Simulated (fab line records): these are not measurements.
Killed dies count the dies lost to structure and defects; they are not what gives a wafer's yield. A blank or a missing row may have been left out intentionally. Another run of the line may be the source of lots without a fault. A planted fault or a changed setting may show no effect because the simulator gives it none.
Which tool was responsible?    flow n5 finfet    24 lots, 72 wafers sampled, at 6 steps of a route of 1938

WHAT THE GAUGES SHOWED, per wafer
The record holds no reading of a measuring or inspecting step that can be judged against a usual standard deviation.

TOOL THAT RAN EACH LOT (tool first, then ch and the chambers of the sampled wafers, then the start)
lot   N5_BEOL_M3_ETCH_70                  N5_BEOL_M3_SPUTTER_48         N5_BEOL_M3_SPUTTER_79         N5_BEOL_M3_ANNEAL_82          N5_BEOL_M3_SPUTTER_94         N5_BEOL_M3_CO_CAP_55
L074  rie diel-06 ch 1,2, day 7 14:34     pvd sputter-01, day 7 15:43   pvd sputter-01, day 7 15:56   pvd sputter-01, day 7 16:14   pvd sputter-01, day 7 17:15   cvd co-02 ch 0,1,2, day 7 18:20
L075  rie diel-05 ch 0,3, day 8 16:40     pvd sputter-03, day 8 17:50   pvd sputter-03, day 8 18:03   pvd sputter-03, day 8 18:21   pvd sputter-03, day 8 19:22   cvd co-02 ch 0,1, day 8 20:28
L076  rie diel-05 ch 0,2, day 9 06:53     pvd sputter-01, day 9 08:13   pvd sputter-01, day 9 08:26   pvd sputter-01, day 9 08:44   pvd sputter-01, day 9 09:46   cvd co-02 ch 0,1, day 9 10:57
L077  rie diel-02 ch 0,2,3, day 9 10:12   pvd sputter-01, day 9 11:20   pvd sputter-01, day 9 11:34   pvd sputter-01, day 9 11:52   pvd sputter-01, day 9 12:53   cvd co-02 ch 0,1,2, day 9 14:00
L080  rie diel-02 ch 0,1,2, day 10 08:34  pvd sputter-01, day 10 09:40  pvd sputter-01, day 10 09:53  pvd sputter-01, day 10 10:11  pvd sputter-01, day 10 11:13  cvd co-02 ch 0,1,2, day 10 12:17
L081  rie diel-05 ch 0,2,3, day 10 11:52  pvd sputter-03, day 10 13:11  pvd sputter-03, day 10 13:24  pvd sputter-03, day 10 13:42  pvd sputter-03, day 10 14:43  cvd co-01 ch 1,2, day 10 15:48
L079  rie diel-02 ch 0,1,2, day 10 21:02  pvd sputter-01, day 10 22:13  pvd sputter-01, day 10 22:26  pvd sputter-01, day 10 22:44  pvd sputter-01, day 10 23:45  cvd co-02 ch 0,1,2, day 11 00:52
L078  rie diel-05 ch 1,2, day 10 21:14    pvd sputter-03, day 10 22:53  pvd sputter-03, day 10 23:06  pvd sputter-03, day 10 23:24  pvd sputter-03, day 11 00:25  cvd co-01 ch 0,1, day 11 01:31
L083  rie diel-02 ch 0,1,2, day 11 00:11  pvd sputter-01, day 11 01:17  pvd sputter-01, day 11 01:31  pvd sputter-01, day 11 01:49  pvd sputter-01, day 11 02:50  cvd co-01 ch 0,1, day 11 03:58
L082  rie diel-06 ch 0,3, day 11 00:19    pvd sputter-03, day 11 01:26  pvd sputter-03, day 11 01:39  pvd sputter-03, day 11 01:57  pvd sputter-03, day 11 02:58  cvd co-02 ch 0,1, day 11 04:05
L084  rie diel-05 ch 0,3, day 11 12:13    pvd sputter-03, day 11 13:31  pvd sputter-03, day 11 13:44  pvd sputter-03, day 11 14:02  pvd sputter-03, day 11 15:04  cvd co-02 ch 0,1, day 11 16:12
L086  rie diel-06 ch 0,3, day 11 15:15    pvd sputter-03, day 11 17:17  pvd sputter-03, day 11 17:30  pvd sputter-03, day 11 17:48  pvd sputter-03, day 11 18:49  cvd co-01 ch 0,1,2, day 11 19:54
L088  rie diel-02 ch 0,3, day 12 00:20    pvd sputter-02, day 12 01:47  pvd sputter-02, day 12 02:00  pvd sputter-02, day 12 02:18  pvd sputter-02, day 12 03:19  cvd co-02 ch 0,1,2, day 12 04:31
L085  rie diel-05 ch 1,3, day 12 04:46    pvd sputter-03, day 12 06:23  pvd sputter-03, day 12 06:37  pvd sputter-03, day 12 06:55  pvd sputter-03, day 12 07:56  cvd co-01 ch 0,2, day 12 09:01
L087  rie diel-02 ch 0,2,3, day 12 05:00  pvd sputter-03, day 12 08:14  pvd sputter-03, day 12 08:27  pvd sputter-03, day 12 08:45  pvd sputter-03, day 12 09:46  cvd co-02 ch 0,1,2, day 12 10:54
L089  rie diel-06 ch 0,1,2, day 12 09:58  pvd sputter-03, day 12 11:32  pvd sputter-03, day 12 11:45  pvd sputter-03, day 12 12:03  pvd sputter-03, day 12 13:04  cvd co-01 ch 0,1,2, day 12 14:09
L090  rie diel-02 ch 0,1,2, day 12 10:12  pvd sputter-03, day 12 13:33  pvd sputter-03, day 12 13:46  pvd sputter-03, day 12 14:04  pvd sputter-03, day 12 15:05  cvd co-02 ch 0,1,2, day 12 16:11
L093  rie diel-02 ch 0,2,3, day 13 00:35  pvd sputter-03, day 13 03:01  pvd sputter-03, day 13 03:14  pvd sputter-03, day 13 03:32  pvd sputter-03, day 13 04:33  cvd co-02 ch 0,1, day 13 05:39
L091  rie diel-05 ch 0,1,2, day 13 02:56  pvd sputter-02, day 13 04:28  pvd sputter-02, day 13 04:41  pvd sputter-02, day 13 04:59  pvd sputter-02, day 13 06:00  cvd co-02 ch 0,1, day 13 07:06
L094  rie diel-05 ch 1,3, day 13 03:52    pvd sputter-02, day 13 06:36  pvd sputter-02, day 13 06:49  pvd sputter-02, day 13 07:07  pvd sputter-02, day 13 08:08  cvd co-01 ch 1,2, day 13 09:13
L092  rie diel-02 ch 1,2,3, day 13 16:33  pvd sputter-02, day 13 19:38  pvd sputter-02, day 13 19:52  pvd sputter-02, day 13 20:10  pvd sputter-02, day 13 21:11  cvd co-01 ch 0,1,2, day 13 22:19
L095  rie diel-02 ch 2,3, day 14 19:15    pvd sputter-01, day 14 20:24  pvd sputter-01, day 14 20:37  pvd sputter-01, day 14 20:55  pvd sputter-01, day 14 21:56  cvd co-01 ch 0,2, day 14 23:03
L096  rie diel-05 ch 0,1, day 14 19:15    pvd sputter-02, day 14 20:45  pvd sputter-02, day 14 20:58  pvd sputter-02, day 14 21:16  pvd sputter-02, day 14 22:22  cvd co-02 ch 0,1,2, day 14 23:29
L097  rie diel-06 ch 1,2,3, day 14 19:43  pvd sputter-01, day 14 22:19  pvd sputter-01, day 14 22:32  pvd sputter-01, day 14 22:50  pvd sputter-01, day 14 23:52  cvd co-01 ch 0,2, day 15 01:04
- N5_BEOL_M3_ETCH_70: etches SOC in N2/H2, target depth 80 nm, overetch 16 nm, time 120 s.
- N5_BEOL_M3_SPUTTER_48: material Cu, target thk 4.5 nm, time 8.29 s.
- N5_BEOL_M3_SPUTTER_79: material Cu, target thk 4.5 nm, time 8.29 s.
- N5_BEOL_M3_ANNEAL_82: time 240 s.
- N5_BEOL_M3_SPUTTER_94: material Cu, target thk 4.5 nm, time 8.29 s.
- N5_BEOL_M3_CO_CAP_55: material Co, precursor CCTBA/H2, target thk 2 nm, time 102.1 s.

WHAT THE TOOLS THEMSELVES READ (means of the sampled wafers that have a number; where no wafer has one, the mark that the record gives instead)
N5_BEOL_M3_ETCH_70. Usual: drypump motor current A 5.7 A, standard deviation 0.56; h2 flow sccm 199.9 sccm, standard deviation 0.57; oes product au 0.58 a.u., standard deviation 0.053; rf vpp V 523.2 V, standard deviation 2.5; showerhead plenum p Torr 2.52 Torr, standard deviation 0.085; throttle valve pct 17.87 %, standard deviation 0.25.
lot   tool         drypump motor current A (A)  h2 flow sccm (sccm)  oes product au (a.u.)  rf vpp V (V)  showerhead plenum p Torr (Torr)  throttle valve pct (%)  flag
L074  rie diel-06  6.1                          199.4                0.60                   524.5         2.56                             17.88                   
L075  rie diel-05  6.1                          200.2                0.55                   524.4         2.57                             18.09                   
L076  rie diel-05  5.3                          200.3                0.55                   526.0         2.62                             17.80                   
L077  rie diel-02  5.8                          199.7                0.57                   520.6         2.44                             17.97                   
L080  rie diel-02  5.6                          199.7                0.59                   522.9         2.52                             17.99                   
L081  rie diel-05  5.7                          199.8                0.55                   524.9         2.59                             17.95                   
L079  rie diel-02  5.6                          199.8                0.59                   523.1         2.52                             17.99                   
L078  rie diel-05  5.4                          200.0                0.58                   525.9         2.60                             17.76                   
L083  rie diel-02  5.6                          199.4                0.59                   522.0         2.52                             17.99                   
L082  rie diel-06  5.6                          200.1                0.56                   522.8         2.50                             17.58                   
L084  rie diel-05  6.1                          199.2                0.54                   524.5         2.56                             18.12                   
L086  rie diel-06  5.6                          200.0                0.56                   523.1         2.50                             17.58                   
L088  rie diel-02  5.6                          200.3                0.58                   518.6         2.37                             17.81                   
L085  rie diel-05  6.2                          200.1                0.59                   524.0         2.55                             17.87                   
L087  rie diel-02  5.8                          199.5                0.56                   521.0         2.43                             18.00                   
L089  rie diel-06  5.6                          200.2                0.57                   523.4         2.54                             17.82                   
L090  rie diel-02  5.6                          200.3                0.58                   522.9         2.51                             18.02                   
L093  rie diel-02  5.8                          200.1                0.56                   521.6         2.43                             18.00                   
L091  rie diel-05  5.7                          200.4                0.63                   525.5         2.59                             17.64                   
L094  rie diel-05  6.2                          199.7                0.57                   524.4         2.54                             18.08                   
L092  rie diel-02  5.6                          199.4                0.61                   521.9         2.49                             18.00                   
L095  rie diel-02  6.1                          200.1                0.56                   521.2         2.47                             18.18                   
L096  rie diel-05  6.0                          200.3                0.64                   524.0         2.56                             17.60                   
L097  rie diel-06  6.1                          199.6                0.55                   521.1         2.50                             17.85                   

N5_BEOL_M3_SPUTTER_48. Usual: throttle valve pct reads 30.1 % (standard deviation 0.83).
lot   tool            throttle valve pct (%)  flag
L074  pvd sputter-01  29.7                    
L075  pvd sputter-03  29.4                    
L076  pvd sputter-01  31.0                    
L077  pvd sputter-01  29.9                    
L080  pvd sputter-01  29.9                    
L081  pvd sputter-03  30.1                    
L079  pvd sputter-01  29.8                    
L078  pvd sputter-03  29.2                    
L083  pvd sputter-01  30.5                    
L082  pvd sputter-03  29.2                    
L084  pvd sputter-03  30.3                    
L086  pvd sputter-03  29.2                    
L088  pvd sputter-02  30.4                    
L085  pvd sputter-03  29.3                    
L087  pvd sputter-03  30.4                    
L089  pvd sputter-03  29.4                    
L090  pvd sputter-03  29.6                    
L093  pvd sputter-03  29.9                    
L091  pvd sputter-02  30.2                    
L094  pvd sputter-02  30.2                    
L092  pvd sputter-02  30.5                    
L095  pvd sputter-01  30.5                    
L096  pvd sputter-02  30.8                    
L097  pvd sputter-01  30.8                    

N5_BEOL_M3_SPUTTER_79. Usual: throttle valve pct reads 30.1 % (standard deviation 0.86).
lot   tool            throttle valve pct (%)  flag
L074  pvd sputter-01  30.1                    
L075  pvd sputter-03  29.4                    
L076  pvd sputter-01  31.0                    
L077  pvd sputter-01  30.1                    
L080  pvd sputter-01  30.1                    
L081  pvd sputter-03  30.0                    
L079  pvd sputter-01  29.8                    
L078  pvd sputter-03  29.1                    
L083  pvd sputter-01  30.4                    
L082  pvd sputter-03  29.3                    
L084  pvd sputter-03  30.2                    
L086  pvd sputter-03  29.1                    
L088  pvd sputter-02  30.4                    
L085  pvd sputter-03  29.2                    
L087  pvd sputter-03  30.5                    
L089  pvd sputter-03  29.4                    
L090  pvd sputter-03  29.8                    
L093  pvd sputter-03  30.0                    
L091  pvd sputter-02  30.3                    
L094  pvd sputter-02  30.2                    
L092  pvd sputter-02  30.6                    
L095  pvd sputter-01  30.5                    
L096  pvd sputter-02  30.8                    
L097  pvd sputter-01  30.7                    

N5_BEOL_M3_ANNEAL_82. Usual: heater power w reads 825 W (standard deviation 62).
lot   tool            heater power w (W)  flag
L074  pvd sputter-01  859                 
L075  pvd sputter-03  839                 
L076  pvd sputter-01  775                 
L077  pvd sputter-01  833                 
L080  pvd sputter-01  839                 
L081  pvd sputter-03  847                 
L079  pvd sputter-01  889                 
L078  pvd sputter-03  906                 
L083  pvd sputter-01  853                 
L082  pvd sputter-03  832                 
L084  pvd sputter-03  837                 
L086  pvd sputter-03  833                 
L088  pvd sputter-02  837                 
L085  pvd sputter-03  810                 
L087  pvd sputter-03  785                 
L089  pvd sputter-03  827                 
L090  pvd sputter-03  798                 
L093  pvd sputter-03  812                 
L091  pvd sputter-02  830                 
L094  pvd sputter-02  821                 
L092  pvd sputter-02  829                 
L095  pvd sputter-01  772                 
L096  pvd sputter-02  818                 
L097  pvd sputter-01  808                 

N5_BEOL_M3_SPUTTER_94. Usual: throttle valve pct reads 30.1 % (standard deviation 0.84).
lot   tool            throttle valve pct (%)  flag
L074  pvd sputter-01  29.7                    
L075  pvd sputter-03  29.5                    
L076  pvd sputter-01  31.0                    
L077  pvd sputter-01  30.1                    
L080  pvd sputter-01  30.1                    
L081  pvd sputter-03  30.2                    
L079  pvd sputter-01  29.7                    
L078  pvd sputter-03  29.1                    
L083  pvd sputter-01  30.4                    
L082  pvd sputter-03  29.2                    
L084  pvd sputter-03  30.2                    
L086  pvd sputter-03  29.2                    
L088  pvd sputter-02  30.4                    
L085  pvd sputter-03  29.0                    
L087  pvd sputter-03  30.4                    
L089  pvd sputter-03  29.4                    
L090  pvd sputter-03  29.8                    
L093  pvd sputter-03  30.0                    
L091  pvd sputter-02  30.3                    
L094  pvd sputter-02  30.1                    
L092  pvd sputter-02  30.8                    
L095  pvd sputter-01  30.6                    
L096  pvd sputter-02  30.8                    
L097  pvd sputter-01  30.8                    

N5_BEOL_M3_CO_CAP_55. Usual: heater power w reads 228 W (standard deviation 16).
lot   tool       heater power w (W)  flag
L074  cvd co-02  235                 
L075  cvd co-02  224                 
L076  cvd co-02  227                 
L077  cvd co-02  238                 
L080  cvd co-02  240                 
L081  cvd co-01  214                 
L079  cvd co-02  238                 
L078  cvd co-01  217                 
L083  cvd co-01  213                 
L082  cvd co-02  224                 
L084  cvd co-02  228                 
L086  cvd co-01  213                 
L088  cvd co-02  237                 
L085  cvd co-01  217                 
L087  cvd co-02  237                 
L089  cvd co-01  216                 
L090  cvd co-02  238                 
L093  cvd co-02  224                 
L091  cvd co-02  227                 
L094  cvd co-01  216                 
L092  cvd co-01  215                 
L095  cvd co-01  221                 
L096  cvd co-02  241                 
L097  cvd co-01  221                 

THE ANSWER, worked out from the rows above alone
Rule: a lot is off if the mean of its wafers that have a number lies more than 3 standard deviations from the usual mean. Also off: a lot with no number at a reading for which 4 or more lots have one. The other lots that the step has rows for count as sound. First the gauges in route order, then the tools' own readings, where a lot's mean is used as printed above. At the first step where some lot is off, the reading lying furthest off is the one used; lots without a number count as furthest.
Nothing can be told from this: no lot is off at any reading shown.

WHAT WAS PUT IN BY THE SIMULATOR
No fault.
